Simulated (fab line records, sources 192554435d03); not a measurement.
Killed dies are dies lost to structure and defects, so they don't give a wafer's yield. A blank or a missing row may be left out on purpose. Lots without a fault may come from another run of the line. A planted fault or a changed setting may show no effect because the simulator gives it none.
Chamber matching | flow n5_finfet | N5_FIN_SAQP_SPACER2_ALD_28 on ald_sin-02: 4 sister chambers
The step deposits SiO2, target thk 8.1 nm, pulse time 1 s, purge time 2 s. 4 wafers are shown with their chamber, then 7 later ones without.

WAFERS WITH THEIR CHAMBER
wafer  | chamber | heater_power_w (W)
L086.2 | 3       | 437
L086.3 | 1       | 443
L088.1 | 0       | 428
L088.3 | 2       | 513

WAFERS WITHOUT THEIR CHAMBER
wafer  | heater_power_w (W)
L088.5 | 499
L094.1 | 498
L094.2 | 438
L094.3 | 442
L097.1 | 446
L097.3 | 509
L097.5 | 509

WHICH CHAMBER EACH WENT THROUGH
wafer  | from the rows above          | in truth
L088.5 | 2                            | 2
L094.1 | 2                            | 2
L094.2 | can't be placed: 3 or 1 or 0 | 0
L094.3 | can't be placed: 1 or 3 or 0 | 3
L097.1 | can't be placed: 1 or 3 or 0 | 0
L097.3 | 2                            | 2
L097.5 | 2                            | 2
Placed correctly: 4 of 7. Can't be placed from these rows: 3 (the true chamber is among the candidates in 3). Placed wrongly: 0.
How it was worked out, from the rows above alone: a wafer's distance from a chamber is the root of the sum, over the readings, of the square of ((its reading less the chamber's mean) divided by the reading's scatter). The wafer belongs to the nearest chamber; if the next one is less than 2 further off, it can't be placed. A chamber's mean is the mean of its shown wafers. The scatter: with one shown wafer a chamber, the root of the mean of the squares of how far each hidden wafer lies from its nearest shown one.
